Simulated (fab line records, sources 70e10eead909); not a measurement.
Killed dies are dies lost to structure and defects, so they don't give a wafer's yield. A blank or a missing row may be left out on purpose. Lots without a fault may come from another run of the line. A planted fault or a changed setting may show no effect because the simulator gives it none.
One fault seen from 2 desks | flow nand_harc | each desk has only its own numbers; what lay behind them comes last

THE TOOL OWNER'S DESK: arfi_scanner-01
The tool's own readings at NHARC_A_SLIT_EXPOSE_06 (exposes mask SLIT): means of the sampled wafers that have a number, for each lot that ran on this tool. A lot is out of limits, marked OUT, if its mean lies more than 4 standard deviations from the usual mean; the brackets give that distance.
Columns: A = exposure_dose_mJ_cm2 at NHARC_A_SLIT_EXPOSE_06, usual 60.78
lot  | first seen here | A
L162 | day 14 09:13    | 60.70
L171 | day 16 15:34    | 60.81
L172 | day 16 16:12    | 60.74
L173 | day 17 04:32    | 60.79
L175 | day 17 05:51    | 62.61 (+29) OUT
L181 | day 19 03:41    | 62.18 (+22) OUT
This desk's finding: out of limits on L175, L181; first on L175, day 17 05:51 (exposure_dose_mJ_cm2 at NHARC_A_SLIT_EXPOSE_06). In limits: L162, L171, L172, L173.

THE METROLOGY DESK
What the gauges read, lot by lot, whatever tool the lot ran on: means of the sampled wafers that have a number. A lot is out of limits, marked OUT, if its mean lies more than 4 standard deviations from the usual mean; the brackets give that distance.
Columns: A = cd_nm at NHARC_A_SLIT_CD_MEAS_21, usual 290.1 nm
lot  | first seen here | A
L162 | day 14 12:58    | 290.0
L163 | day 14 13:06    | 290.6
L164 | day 14 21:05    | 290.5
L166 | day 15 12:17    | 290.0
L168 | day 15 20:38    | 289.6
L171 | day 16 19:17    | 290.2
L172 | day 16 20:58    | 289.5
L173 | day 17 10:26    | 291.0
L175 | day 17 11:38    | 291.4
L174 | day 17 12:14    | 289.7
L181 | day 19 08:37    | 290.1
L185 | day 19 19:41    | 289.0
L184 | day 19 21:23    | 290.5
This desk's finding: nothing out of limits on any of the 13 lots.

PUT TOGETHER
The tool owner's desk could have raised an alarm at day 17 05:51, on L175, L181.
The metrology desk saw nothing out of limits.
The metrology desk has L175, L181 on record, within its limits.
Of the lots named, all ran NHARC_A_SLIT_EXPOSE_06 on arfi_scanner-01.

WHAT THE SIMULATOR HAD PUT IN
Process parameter drift: arfi_scanner-01, from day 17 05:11 on, at NHARC_A_SLIT_EXPOSE_06. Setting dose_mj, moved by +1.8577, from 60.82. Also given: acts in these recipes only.
Lots struck among those shown: L175, L181.
Hours from the fault's start to each desk's first reading out of limits: the tool owner's desk, 1.
